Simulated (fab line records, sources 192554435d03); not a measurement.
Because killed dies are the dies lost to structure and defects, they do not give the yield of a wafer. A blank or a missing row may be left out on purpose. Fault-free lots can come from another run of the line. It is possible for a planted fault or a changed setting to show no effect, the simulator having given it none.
fab line records    flow n5Finfet
record lots=9  wafers=23  lastDay=19
route steps=1938 shown BEOL_M3@956 BEOL_M4@1111 PASSIVATION@1936
lots untouched by any fault: they come from a run of this same line in which no faults occurred
startH: hours from the record's opening day to when the first of the lot's shown wafers began    waitH: hours since the lot's step before    " repeats the value in the row above    L1.1+2: a row that stands for several wafers    - either no value or no given start    * or withheld: withheld    < > ~ a bound
route shown NAME@n: NAME is a module with steps in the file, n the number in the route of the first one    usual: average and standard deviation across the fault-free wafers    same: alike in all rows    chamber/n: place in a boat    sites: each site's reading    _std_site: the values' standard deviation    _edge_site: the outer-site mean with the inner-site mean subtracted    radiusMm: how far each site lies from the wafer's centre    mask NAME#n: copy n    behind: tool/chamber where the wafer was last shaped    hold: cause of the lot's hold/its duration in hours/its outcome    device: transistor that didn't switch, given as n, p or np    end of line: the same wafers' tests at the end of the route    where a step has no rows: the recipe by itself    killed: count of dies lost to structure and defects at first sort (not the wafer's yield)    map: dies across one wafer; x = killed, . = not, _ = none there
set.NAME: the setting as run; set.NAME@STEP: as run at that earlier step    model.NAME: the simulator's own value behind a step, which no gauge read
steps of the route over a sample of lots; a table a step, a row a wafer
services: when a tool's chamber went out of use (startH, in hours from the record's first day, below 0 if earlier), for how many hours, and the reason
## steps
# step N5_BEOL_M3_CD_MEAS_18
# recipe pitchNm=36  targetCdNm=18
# usual cdNm=18.1/0.36
lot.wafer  tool      chamber  startH  waitH  cdNm
L469.2     cdSem-01  -        153.15  0.1    18.0
L469.5     "         -        "       "      17.9
L469.6     "         -        "       "      18.4
L470.1     cdSem-03  -        162.50  0.0    18.2
L470.5     "         -        "       "      17.9
L470.6     "         -        "       "      18.2
L473.3     cdSem-02  -        190.70  0.1    17.8
L473.4     "         -        "       "      17.7
L473.5     "         -        "       "      17.6
L480.1     cdSem-03  -        237.27  0.1    17.4
L480.2     "         -        "       "      17.6
L480.3     "         -        "       "      18.2
L482.1     cdSem-02  -        245.00  0.0    17.5
L482.2     "         -        "       "      17.7
L488.2     cdSem-01  -        282.39  0.1    18.0
L488.3     "         -        "       "      17.9
L488.4     "         -        "       "      17.7
L486.1     cdSem-03  -        282.52  0.0    18.1
L486.5     "         -        "       "      18.6
L489.1     cdSem-03  -        284.80  0.0    17.7
L489.3     "         -        "       "      18.1
L490.2     cdSem-01  -        302.43  0.1    17.9
L490.3     "         -        "       "      18.4
# step N5_BEOL_M3_STRIP_36
# recipe chemistry=N2/H2  powerW=450  tempC=40  pressureMtorr=20  rfFrequencyHz=6e+07  overashFraction=0.3  biasPowerW=7  h2Frac=0.5  n2FlowSccm=200  h2FlowSccm=200
# usual drypumpMotorCurrentA=5.8/0.5  oesProductAu=0.81/0.095  rfVppV=59.3/1.5  showerheadPlenumPTorr=2.52/0.083  throttleValvePct=23.5/0.36
lot.wafer  tool        chamber  startH  waitH  drypumpMotorCurrentA  oesProductAu  rfHoursCounterH  rfVppV  showerheadPlenumPTorr  throttleValvePct
L469.2     rieDiel-01  0        166.18  0.0    6.5                   0.84          96               59.4    2.56                   23.3
L469.5     "           2        "       "      5.7                   0.88          -                56.2    2.61                   23.6
L469.6     "           3        "       "      5.4                   0.68          -                61.2    2.48                   23.3
L470.1     rieDiel-02  3        175.66  0.0    6.2                   0.69          218              59.9    2.42                   24.0
L470.5     "           1        "       "      5.2                   0.70          -                59.5    2.41                   24.0
L470.6     "           3        "       "      6.2                   0.68          -                58.0    2.42                   24.0
L473.3     rieDiel-02  2        196.69  0.0    6.4                   0.96          6                59.1    2.49                   23.6
L473.4     "           3        "       "      6.2                   0.67          224              58.9    2.42                   24.0
L473.5     "           2        "       "      6.5                   0.96          -                60.9    2.49                   23.6
L480.1     rieDiel-01  2        238.51  0.0    5.7                   0.84          60               59.2    2.60                   23.6
L480.2     "           3        "       "      5.4                   0.91          15               58.8    2.47                   22.9
L480.3     "           0        "       "      6.4                   0.80          123              58.0    2.55                   23.4
L482.1     rieDiel-01  0        247.51  0.0    6.4                   0.79          126              58.6    2.55                   23.4
L482.2     "           3        "       "      5.4                   0.92          17               60.9    2.47                   22.9
L486.1     rieDiel-02  2        292.89  0.0    6.4                   0.90          30               59.2    2.48                   23.6
L486.5     "           2        "       "      6.4                   0.90          -                62.6    2.48                   23.6
L488.2     rieDiel-02  2        300.63  0.0    6.4                   0.89          32               58.4    2.48                   23.6
L488.3     "           1        "       "      5.2                   0.69          246              58.3    2.40                   24.0
L488.4     "           2        "       "      6.4                   0.88          -                58.5    2.48                   23.6
L489.1     rieDiel-03  1        303.74  0.0    6.0                   0.70          210              60.5    2.62                   24.2
L489.3     "           2        "       "      5.7                   0.71          182              59.7    2.53                   23.5
L490.2     rieDiel-03  1        308.57  0.0    6.0                   0.70          212              59.8    2.62                   24.2
L490.3     "           2        "       "      5.8                   0.70          184              58.8    2.53                   23.5
# step N5_BEOL_M3_TRENCH_ETCH_37
# recipe chemistry=C4F6/O2  targetDepthA=555.55  target=SiOC  timeS=29.2  ionEnergyEv=250  pressureMtorr=30  sourceW=355  biasW=185  Ar_flow_sccm=300  C4F6_flow_sccm=10  O2_flow_sccm=10
# usual drypumpMotorCurrentA=5.8/0.51  oesProductAu=0.81/0.096  rfFwdPowerW=350.2/1.7  rfVppV=660/11  runLengthS=52.5/0.48  showerheadPlenumPTorr=2.83/0.077  throttleValvePct=20.8/0.31
lot.wafer  tool        chamber  startH  waitH  drypumpMotorCurrentA  oesProductAu  rfFwdPowerW  rfHoursCounterH  rfVppV  runLengthS  showerheadPlenumPTorr  throttleValvePct
L469.2     rieDiel-01  0        166.22  -      6.5                   0.84          350.1        96               656     52.3        2.86                   20.5
L469.5     "           2        "       "      5.7                   0.88          345.8        -                667     52.3        2.90                   20.7
L469.6     "           3        "       "      5.3                   0.69          351.4        -                679     52.5        2.81                   20.9
L470.1     rieDiel-02  3        175.70  -      6.2                   0.68          348.3        218              673     53.5        2.72                   21.1
L470.5     "           1        "       "      5.2                   0.70          349.5        -                647     52.3        2.74                   21.4
L470.6     "           3        "       "      6.2                   0.68          350.5        -                674     53.3        2.73                   21.1
L473.3     rieDiel-02  2        196.73  -      6.4                   0.98          350.3        6                661     52.1        2.79                   20.9
L473.4     "           3        "       "      6.2                   0.69          348.7        224              673     53.2        2.72                   21.1
L473.5     "           2        "       "      6.5                   0.98          350.0        -                660     52.2        2.79                   20.9
L480.1     rieDiel-01  2        238.55  -      5.7                   0.82          350.0        61               665     52.5        2.88                   20.7
L480.2     "           3        "       "      5.4                   0.92          351.0        15               680     52.6        2.80                   20.5
L480.3     "           0        "       "      6.5                   0.80          350.2        123              653     52.0        2.84                   20.5
L482.1     rieDiel-01  0        247.55  -      6.5                   0.79          350.2        126              654     52.5        2.84                   20.6
L482.2     "           3        "       "      5.4                   0.92          -            17               681     46.9        2.80                   20.5
L486.1     rieDiel-02  2        292.93  -      6.4                   0.91          350.8        30               661     52.1        2.78                   20.9
L486.5     "           2        "       "      6.4                   0.91          350.5        -                660     51.8        2.78                   20.9
L488.2     rieDiel-02  2        300.67  -      6.4                   0.90          351.7        32               659     52.2        2.78                   20.9
L488.3     "           1        "       "      5.2                   0.69          346.1        246              646     52.9        2.72                   21.4
L488.4     "           2        "       "      6.4                   0.90          351.5        -                660     51.8        2.78                   20.9
L489.1     rieDiel-03  1        303.78  -      6.0                   0.69          348.6        210              649     51.8        2.92                   21.3
L489.3     "           2        "       "      5.8                   0.70          351.7        182              655     52.6        2.84                   20.8
L490.2     rieDiel-03  1        308.61  -      6.0                   0.68          348.9        212              650     51.7        2.92                   21.3
L490.3     "           2        "       "      5.8                   0.71          352.9        184              654     52.6        2.84                   20.8
# step N5_BEOL_M3_STRIP_97
# recipe chemistry=N2/H2  timeS=10  powerW=450  tempC=40  pressureMtorr=20  rfFrequencyHz=6e+07  biasPowerW=7  n2FlowSccm=200  h2FlowSccm=200
# usual drypumpMotorCurrentA=5.8/0.5  oesProductAu=0.81/0.095  rfVppV=59.1/0.9  showerheadPlenumPTorr=2.52/0.083  throttleValvePct=23.5/0.36
lot.wafer  tool        chamber  startH  waitH  drypumpMotorCurrentA  oesProductAu  rfHoursCounterH  rfVppV  showerheadPlenumPTorr  throttleValvePct
L469.2     rieDiel-01  0        -       -      6.4                   0.83          96               59.7    2.56                   23.3
L469.5     "           2        "       "      5.7                   0.87          -                60.0    2.61                   23.6
L469.6     "           3        "       "      5.3                   0.68          -                59.3    2.48                   23.3
L470.1     rieDiel-02  3        -       -      6.2                   0.68          218              56.6    2.42                   24.0
L470.5     "           1        "       "      5.2                   0.70          -                59.7    2.41                   24.0
L470.6     "           3        "       "      6.2                   0.68          -                58.7    2.42                   24.0
L473.3     rieDiel-02  2        -       -      6.5                   0.96          6                59.9    2.49                   23.6
L473.4     "           3        "       "      6.2                   0.68          224              60.0    2.41                   24.0
L473.5     "           2        "       "      6.4                   0.96          -                58.0    2.49                   23.6
L480.1     rieDiel-01  2        -       -      5.7                   0.82          61               58.8    2.60                   23.6
L480.2     "           3        "       "      5.4                   0.93          15               58.4    2.47                   22.9
L480.3     "           0        "       "      6.4                   0.80          123              59.4    2.55                   23.4
L482.1     rieDiel-01  0        -       -      6.5                   0.80          126              58.8    2.55                   23.4
L482.2     "           3        "       "      5.4                   0.93          17               59.0    2.47                   22.9
L486.1     rieDiel-02  2        -       -      6.4                   0.89          30               59.5    2.48                   23.6
L486.5     "           2        "       "      6.4                   0.89          -                59.2    2.48                   23.6
L488.2     rieDiel-02  2        -       -      6.4                   0.90          33               60.1    2.48                   23.6
L488.3     "           1        "       "      5.2                   0.69          246              59.5    2.40                   24.0
L488.4     "           2        "       "      6.4                   0.89          -                59.9    2.48                   23.6
L489.1     rieDiel-03  1        -       -      6.0                   0.69          210              59.8    2.62                   24.2
L489.3     "           2        "       "      5.8                   0.71          182              57.3    2.53                   23.5
L490.2     rieDiel-03  1        -       -      6.1                   0.70          212              57.7    2.62                   24.2
L490.3     "           2        "       "      5.7                   0.71          184              59.3    2.53                   23.5
# step N5_BEOL_M3_OCD_MEAS_38
# usual trenchDepthNm=55.7/1.1
lot.wafer  tool    chamber  startH  waitH  trenchDepthNm
L469.2     ocd-02  -        166.37  -      56.1
L469.5     "       -        "       "      55.9
L469.6     "       -        "       "      56.7
L470.1     ocd-01  -        175.85  -      55.0
L470.5     "       -        "       "      54.7
L470.6     "       -        "       "      54.5
L473.3     ocd-02  -        196.88  -      57.5
L473.4     "       -        "       "      55.5
L473.5     "       -        "       "      57.8
L480.1     ocd-02  -        238.71  -      54.2
L480.2     "       -        "       "      56.6
L480.3     "       -        "       "      55.3
L482.1     ocd-02  -        247.70  -      55.3
L482.2     "       -        "       "      45.6
L486.1     ocd-02  -        293.09  -      56.6
L486.5     "       -        "       "      56.7
L488.2     ocd-02  -        300.82  -      56.4
L488.3     "       -        "       "      56.0
L488.4     "       -        "       "      57.3
L489.1     ocd-02  -        303.94  -      53.6
L489.3     "       -        "       "      54.9
L490.2     ocd-01  -        308.77  -      54.0
L490.3     "       -        "       "      54.6
# step N5_BEOL_M4_RC_MEAS_101
# usual DIBL_N=37.2/2.1  DIBL_P=37.3/2.3  IOFF_N=0.18/0.041  IOFF_P=0.24/0.042  ION_N=680/13  ION_P=466/7.7  SS_N=71.8/0.68  SS_P=73.5/0.66  VT_N=249/3.6  VT_P=-248/3.4
lot.wafer  tool       chamber  startH  waitH  DIBL_N[mV/V]  DIBL_P[mV/V]  IOFF_N[nA/um]  IOFF_P[nA/um]  ION_N[uA/um]  ION_P[uA/um]  SS_N[mV/dec]  SS_P[mV/dec]  VT_N[mV]  VT_P[mV]
L469.2     prober-01  0        182.10  0.2    38.8          39.0          0.22           0.26           688           462           72.4          73.5          248       -249
L469.5     "          0        "       "      37.1          37.3          0.19           0.22           686           463           72.2          73.2          247       -251
L469.6     "          0        "       "      38.4          38.6          0.21           0.25           702           467           72.2          73.4          245       -248
L470.1     prober-01  0        193.23  0.0    39.2          39.5          0.23           0.27           705           473           71.8          74.0          243       -247
L470.5     "          0        "       "      38.1          37.7          0.19           0.23           689           468           72.9          73.8          248       -252
L470.6     "          0        "       "      39.9          41.7          0.27           0.32           712           482           72.1          74.1          242       -243
L473.3     prober-02  0        210.05  0.3    34.4          33.7          0.13           0.19           676           468           71.2          73.0          254       -252
L473.4     "          0        "       "      35.4          35.4          0.14           0.21           668           460           71.7          72.4          252       -248
L473.5     "          0        "       "      35.9          35.8          0.15           0.22           673           464           71.1          73.9          248       -246
L480.1     prober-02  0        254.97  0.0    40.0          39.4          0.23           0.28           675           465           73.4          73.5          246       -245
L480.2     "          0        "       "      37.1          37.3          0.16           0.25           670           464           72.4          72.5          252       -247
L480.3     "          0        "       "      36.7          37.1          0.18           0.24           676           463           72.5          73.6          247       -246
L482.1     prober-02  0        261.09  0.0    38.8          39.7          0.18           0.22           674           452           71.9          74.1          250       -254
L482.2     "          0        "       "      36.3          36.9          0.14           0.18           662           447           71.5          73.4          252       -256
L486.1     prober-01  0        308.36  0.4    37.3          36.5          0.15           0.20           673           461           71.4          73.8          254       -255
L486.5     "          0        "       "      39.4          38.5          0.18           0.23           673           456           72.3          74.2          254       -252
L489.1     prober-01  0        332.36  0.0    33.0          34.6          0.12           0.19           675           472           70.5          72.3          250       -252
L489.3     "          0        "       "      34.9          36.7          0.14           0.23           666           466           71.6          72.7          252       -248
L488.2     prober-02  0        333.30  0.2    35.5          36.1          0.15           0.19           678           459           71.7          73.9          251       -252
L488.3     "          0        "       "      36.6          37.3          0.17           0.22           667           457           71.9          74.1          248       -249
L488.4     "          0        "       "      38.1          39.4          0.23           0.26           704           473           72.0          74.4          242       -248
L490.2     prober-02  0        336.04  0.2    37.5          36.9          0.18           0.25           675           466           72.0          73.6          251       -249
L490.3     "          0        "       "      38.1          37.8          0.20           0.27           677           463           72.2          74.2          248       -245
# step N5_PASSIVATION_PROBE_49
# usual defectLimitedYield=91.0/1.6  killed_at_M0_to_M3=35/11  killed_at_M4_up=14/5.3  killedAtContacts=13/6.7  killedAtFrontEnd=41/12  killedAtOther=3.9/2.7  killedDies=106/19  killedOpen=70/14  killedShort=35/8.8  sort_bin_4_leakage=0.01/0.058  sort_bin_5_function=5.3/1  sort_bin_6_memory=3.3/0.81  sortNPass=1073/19  sortYieldPct=91.0/1.6
# same grossDies=1180  killedAtBackSide=0  sort_bin_8_speed[%]=0
lot.wafer  tool       chamber  startH  waitH  defectLimitedYield[%]  killed_at_M0_to_M3  killed_at_M4_up  killedAtContacts  killedAtFrontEnd  killedAtOther  killedDies  killedOpen  killedShort  sort_bin_4_leakage[%]  sort_bin_5_function[%]  sort_bin_6_memory[%]  sortNPass  sortYieldPct[%]
L470.1     prober-01  -        308.06  1.0    89.9                   46                  13               11                44                5              119         88          30           0                      6.0                     3.9                   1061       89.9
L470.5     prober-01  -        308.26  1.2    90.1                   33                  13               25                37                9              117         75          39           0                      6.7                     3.0                   1063       90.1
L470.6     prober-01  -        308.31  1.2    87.1                   57                  16               27                48                4              152         109         42           0.08                   7.8                     4.7                   1027       87.0
L469.2     prober-02  -        318.55  0.1    91.1                   25                  9                17                46                8              105         74          29           0                      5.9                     2.6                   1075       91.1
L469.5     prober-02  -        318.70  0.2    91.4                   46                  6                18                28                3              101         65          34           0                      4.8                     3.2                   1079       91.4
L469.6     prober-02  -        318.75  0.3    90.3                   44                  7                13                45                5              114         72          38           0                      6.9                     2.5                   1066       90.3
L473.3     prober-01  -        324.08  0.1    91.7                   37                  16               7                 37                1              98          72          26           0                      5.0                     3.1                   1082       91.7
L473.4     prober-01  -        324.13  0.2    92.1                   35                  12               6                 38                2              93          58          34           0                      5.0                     2.6                   1087       92.1
L473.5     prober-01  -        324.18  0.2    89.7                   34                  22               6                 55                4              121         86          34           0                      6.4                     3.6                   1059       89.7
L480.1     prober-02  -        358.37  0.0    88.4                   35                  24               16                53                9              137         82          55           0                      7.6                     3.6                   1043       88.4
L480.2     prober-02  -        358.42  0.1    88.6                   54                  20               18                38                5              135         82          52           0                      7.4                     3.5                   1045       88.6
L480.3     prober-02  -        358.47  0.1    90.2                   38                  10               15                48                5              116         77          39           0                      6.1                     3.4                   1064       90.2
L482.1     prober-02  -        369.64  0.0    91.6                   37                  19               16                25                2              99          66          33           0                      5.1                     3.1                   1081       91.6
L482.2     prober-02  -        369.69  0.1    93.8                   19                  22               1                 31                0              73          50          18           0                      3.9                     1.9                   1107       93.8
L486.1     prober-01  -        422.78  0.0    91.0                   53                  4                3                 43                3              106         77          28           0                      5.2                     3.1                   1074       91.0
L486.5     prober-01  -        422.98  0.2    90.7                   40                  11               5                 52                2              110         77          33           0                      5.3                     3.6                   1070       90.7
L488.2     prober-01  -        442.37  0.1    91.8                   33                  18               8                 34                4              97          63          33           0                      4.8                     3.3                   1083       91.8
L488.3     prober-01  -        442.42  0.1    91.8                   37                  23               8                 23                6              97          71          25           0                      5.0                     3.1                   1083       91.8
L488.4     prober-01  -        442.47  0.2    88.8                   42                  18               19                48                5              132         89          40           0                      6.5                     4.1                   1048       88.8
L489.1     prober-01  -        450.01  0.0    89.0                   30                  14               28                51                7              130         88          42           0                      7.3                     3.3                   1050       89.0
L489.3     prober-01  -        450.11  0.1    90.6                   40                  6                15                46                4              111         67          36           0                      5.2                     3.4                   1069       90.6
L490.2     prober-01  -        450.36  0.4    90.5                   36                  13               13                44                6              112         72          39           0                      5.4                     3.9                   1068       90.5
L490.3     prober-01  -        450.41  0.4    91.9                   25                  7                18                43                2              95          68          27           0                      4.5                     3.3                   1085       91.9
# killed by level:class
L470.1 BEOL_M0_SAQP:geometricParticle:open=17 FIN_SAQP:geometricParticle:short=11 MOL_CONTACT_COAG:geometricParticle:open=11 FIN_SAQP:geometricParticle:open=10 BEOL_M1:geometricParticle:open=8 BEOL_M3:geometricParticle:open=8 BEOL_M0_SAQP:geometricParticle:short=7 BEOL_M4:geometricParticle:open=5
L470.5 MOL_CONTACT_COAG:geometricParticle:open=20 BEOL_M0_SAQP:geometricParticle:short=10 FIN_SAQP:geometricParticle:short=9 BEOL_M1:geometricParticle:open=8 DUMMY_GATE:geometricParticle:open=7 BEOL_M0_SAQP:geometricParticle:open=6 FIN_SAQP:geometricParticle:open=5 BEOL_M3:geometricParticle:open=5
L470.6 MOL_CONTACT_COAG:geometricParticle:open=24 BEOL_M0_SAQP:geometricParticle:short=17 BEOL_M0_SAQP:geometricParticle:open=14 FIN_SAQP:geometricParticle:open=13 BEOL_M3:geometricParticle:open=13 FIN_SAQP:geometricParticle:short=10 BEOL_M5:geometricParticle:open=9 DUMMY_GATE:geometricParticle:open=6
L469.2 MOL_CONTACT_COAG:geometricParticle:open=13 STI_FIN_REVEAL:geometricParticle:open=12 GATE_CUT:geometricParticle:short=8 FIN_SAQP:geometricParticle:open=7 BEOL_M0_SAQP:geometricParticle:open=7 BEOL_M3:geometricParticle:open=6 STI_FIN_REVEAL:geometricParticle:short=5 GATE_CUT:geometricParticle:open=5
L469.5 BEOL_M2:geometricParticle:open=13 MOL_CONTACT_COAG:geometricParticle:open=10 MOL_CONTACT_COAG:geometricParticle:short=8 BEOL_M1:geometricParticle:open=8 STI_FIN_REVEAL:geometricParticle:open=7 BEOL_M0_SAQP:geometricParticle:open=7 FIN_SAQP:geometricParticle:short=5 BEOL_M0_SAQP:geometricParticle:short=5
L469.6 MOL_CONTACT_COAG:geometricParticle:open=13 BEOL_M3:geometricParticle:open=12 GATE_CUT:geometricParticle:open=8 GATE_CUT:geometricParticle:short=8 BEOL_M0_SAQP:geometricParticle:short=7 BEOL_M0_SAQP:geometricParticle:open=6 BEOL_M1:geometricParticle:short=6 STI_FIN_REVEAL:geometricParticle:open=5
L473.3 STI_FIN_REVEAL:geometricParticle:open=17 BEOL_M0_SAQP:geometricParticle:open=13 BEOL_M2:geometricParticle:open=11 BEOL_M5:geometricParticle:open=10 BEOL_M0_SAQP:geometricParticle:short=6 STI_FIN_REVEAL:geometricParticle:short=4 MOL_CONTACT_COAG:geometricParticle:open=4 FIN_SAQP:geometricParticle:short=3
L473.4 BEOL_M3:geometricParticle:open=14 STI_FIN_REVEAL:geometricParticle:open=10 FIN_SAQP:geometricParticle:open=8 BEOL_M0_SAQP:geometricParticle:short=8 FIN_SAQP:geometricParticle:short=7 MOL_CONTACT_COAG:geometricParticle:open=6 BEOL_M3:geometricParticle:short=4 BEOL_M5:geometricParticle:open=4
L473.5 STI_FIN_REVEAL:geometricParticle:open=21 BEOL_M5:geometricParticle:open=12 BEOL_M2:geometricParticle:open=10 BEOL_M0_SAQP:geometricParticle:short=9 BEOL_M1:geometricParticle:open=7 BEOL_M0_SAQP:geometricParticle:open=6 STI_FIN_REVEAL:geometricParticle:short=5 MOL_CONTACT_COAG:geometricParticle:open=5
L480.1 STI_FIN_REVEAL:geometricParticle:open=17 BEOL_M4:geometricParticle:open=14 BEOL_M0_SAQP:geometricParticle:short=12 MOL_CONTACT_COAG:geometricParticle:open=11 FIN_SAQP:geometricParticle:open=10 BEOL_M0_SAQP:geometricParticle:open=9 FIN_SAQP:geometricParticle:short=6 GATE_CUT:geometricParticle:short=6
L480.2 MOL_CONTACT_COAG:geometricParticle:open=16 BEOL_M0_SAQP:geometricParticle:short=13 BEOL_M0_SAQP:geometricParticle:open=11 BEOL_M0:geometricParticle:open=11 BEOL_M4:geometricParticle:open=11 FIN_SAQP:geometricParticle:open=10 FIN_SAQP:geometricParticle:short=9 BEOL_M4:geometricParticle:short=6
L480.3 FIN_SAQP:geometricParticle:open=17 BEOL_M0_SAQP:geometricParticle:short=12 MOL_CONTACT_COAG:geometricParticle:open=11 FIN_SAQP:geometricParticle:short=9 BEOL_M3:geometricParticle:open=9 BEOL_M4:geometricParticle:open=8 STI_FIN_REVEAL:geometricParticle:open=8 BEOL_M0_SAQP:geometricParticle:open=5
L482.1 MOL_CONTACT_COAG:geometricParticle:open=14 BEOL_M0_SAQP:geometricParticle:short=11 BEOL_M4:geometricParticle:open=9 BEOL_M0_SAQP:geometricParticle:open=8 STI_FIN_REVEAL:geometricParticle:open=7 BEOL_M1:geometricParticle:open=7 BEOL_M1:geometricParticle:short=5 FIN_SAQP:geometricParticle:short=4
L482.2 BEOL_M4:geometricParticle:open=9 BEOL_M0_SAQP:geometricParticle:open=8 BEOL_M0_SAQP:geometricParticle:short=7 FIN_SAQP:geometricParticle:open=5 STI_FIN_REVEAL:geometricParticle:open=5 BEOL_M5:geometricParticle:open=3 BEOL_M4:geometricParticle:short=3 STARTING-WAFER:geometricParticle:open=3
L486.1 STI_FIN_REVEAL:geometricParticle:open=16 BEOL_M3:geometricParticle:open=12 BEOL_M0_SAQP:geometricParticle:open=11 BEOL_M1:geometricParticle:open=8 BEOL_M2:geometricParticle:open=8 FIN_SAQP:geometricParticle:open=6 BEOL_M0_SAQP:geometricParticle:short=6 GATE_CUT:geometricParticle:short=5
L486.5 STI_FIN_REVEAL:geometricParticle:open=16 BEOL_M0_SAQP:geometricParticle:open=11 BEOL_M0_SAQP:geometricParticle:short=10 BEOL_M2:geometricParticle:open=9 GATE_CUT:geometricParticle:short=7 DUMMY_GATE:geometricParticle:short=5 DUMMY_GATE:geometricParticle:open=5 BEOL_M3:geometricParticle:open=5
L488.2 BEOL_M1:geometricParticle:open=11 BEOL_M4:geometricParticle:open=11 FIN_SAQP:geometricParticle:short=7 BEOL_M3:geometricParticle:open=7 BEOL_M2:geometricParticle:open=6 DUMMY_GATE:geometricParticle:open=5 MOL_CONTACT_COAG:geometricParticle:short=5 FIN_SAQP:geometricParticle:open=4
L488.3 BEOL_M4:geometricParticle:open=18 BEOL_M3:geometricParticle:open=12 MOL_CONTACT_COAG:geometricParticle:open=8 BEOL_M0_SAQP:geometricParticle:short=7 BEOL_M1:geometricParticle:open=6 FIN_SAQP:geometricParticle:short=5 BEOL_M0_SAQP:geometricParticle:open=5 STI_FIN_REVEAL:geometricParticle:open=4
L488.4 STI_FIN_REVEAL:geometricParticle:open=13 MOL_CONTACT_COAG:geometricParticle:open=11 BEOL_M1:geometricParticle:open=10 BEOL_M3:geometricParticle:open=10 BEOL_M4:geometricParticle:open=10 FIN_SAQP:geometricParticle:open=9 MOL_CONTACT_COAG:geometricParticle:short=8 FIN_SAQP:geometricParticle:short=6
L489.1 MOL_CONTACT_COAG:geometricParticle:open=24 STI_FIN_REVEAL:geometricParticle:open=15 GATE_CUT:geometricParticle:short=8 BEOL_M3:geometricParticle:open=6 FIN_SAQP:geometricParticle:short=5 BEOL_M2:geometricParticle:open=5 BEOL_M0_SAQP:geometricParticle:open=5 BEOL_M1:geometricParticle:open=5
L489.3 BEOL_M0_SAQP:geometricParticle:short=13 STI_FIN_REVEAL:geometricParticle:open=12 MOL_CONTACT_COAG:geometricParticle:open=12 BEOL_M0_SAQP:geometricParticle:open=11 BEOL_M2:geometricParticle:open=7 HKMG_FIN:areaEtch=6 STI_FIN_REVEAL:geometricParticle:short=5 DUMMY_GATE:geometricParticle:open=5
L490.2 FIN_SAQP:geometricParticle:short=13 FIN_SAQP:geometricParticle:open=12 MOL_CONTACT_COAG:geometricParticle:open=10 BEOL_M1:geometricParticle:short=6 BEOL_M1:geometricParticle:open=6 STI_FIN_REVEAL:geometricParticle:open=5 BEOL_M3:geometricParticle:open=5 BEOL_M0_SAQP:geometricParticle:open=5
L490.3 MOL_CONTACT_COAG:geometricParticle:open=15 FIN_SAQP:geometricParticle:open=14 STI_FIN_REVEAL:geometricParticle:open=8 BEOL_M1:geometricParticle:open=7 BEOL_M1:geometricParticle:short=4 GATE_CUT:geometricParticle:short=4 BEOL_M3:geometricParticle:open=4 STI_FIN_REVEAL:geometricParticle:short=3
## services
tool        chamber  startH  hours  kind
rieDiel-02  2        152.47  -      clean
rieDiel-02  2        152.47  -      consumableReplace:focusRing
rieDiel-02  2        152.47  24.3   scheduledDown
rieDiel-02  2        152.47  24.3   ventCycle
rieDiel-03  2        170.50  10.6   repair
rieDiel-01  3        172.28  -      clean
rieDiel-01  3        172.28  -      consumableReplace:focusRing
rieDiel-01  3        172.28  17.3   scheduledDown
rieDiel-01  3        172.28  17.3   ventCycle
rieDiel-02  -        186.52  0.8    repair
rieDiel-01  3        216.72  5.4    repair
rieDiel-02  -        226.79  14.6   pm
rieDiel-02  0        275.91  6.9    repair
rieDiel-01  2        285.53  14.8   repair
rieDiel-02  3        302.17  -      clean
rieDiel-02  3        302.17  -      consumableReplace:focusRing
rieDiel-02  3        302.17  -      consumableReplace:showerhead
rieDiel-02  3        302.17  17.7   scheduledDown
rieDiel-02  3        302.17  17.7   ventCycle
## key
firstSign step=N5_BEOL_M3_TRENCH_ETCH_37  reading=runLengthS  direction=down  sigmas=12  usual=*  struck=*
effect step=N5_BEOL_M3_OCD_MEAS_38  reading=trenchDepthNm  direction=down  sigmas=9.4  usual=55.7  struck=45.6
metAt N5_BEOL_M3_TRENCH_ETCH_37
struckLots L482
struckWafers L482.2
notActingAt N5_BEOL_M3_CD_MEAS_18,N5_BEOL_M3_STRIP_36,N5_BEOL_M3_STRIP_97
onsetBetween 238.55 247.55
fault kind=processParameterDrift  tool=rieDiel-01  chamber=-  onsetH=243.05  steps=N5_BEOL_M3_TRENCH_ETCH_37  channel=timeS  offset=*  shape=step  endH=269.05  scope=struckWafersOnly  actsIn=*  stated=*
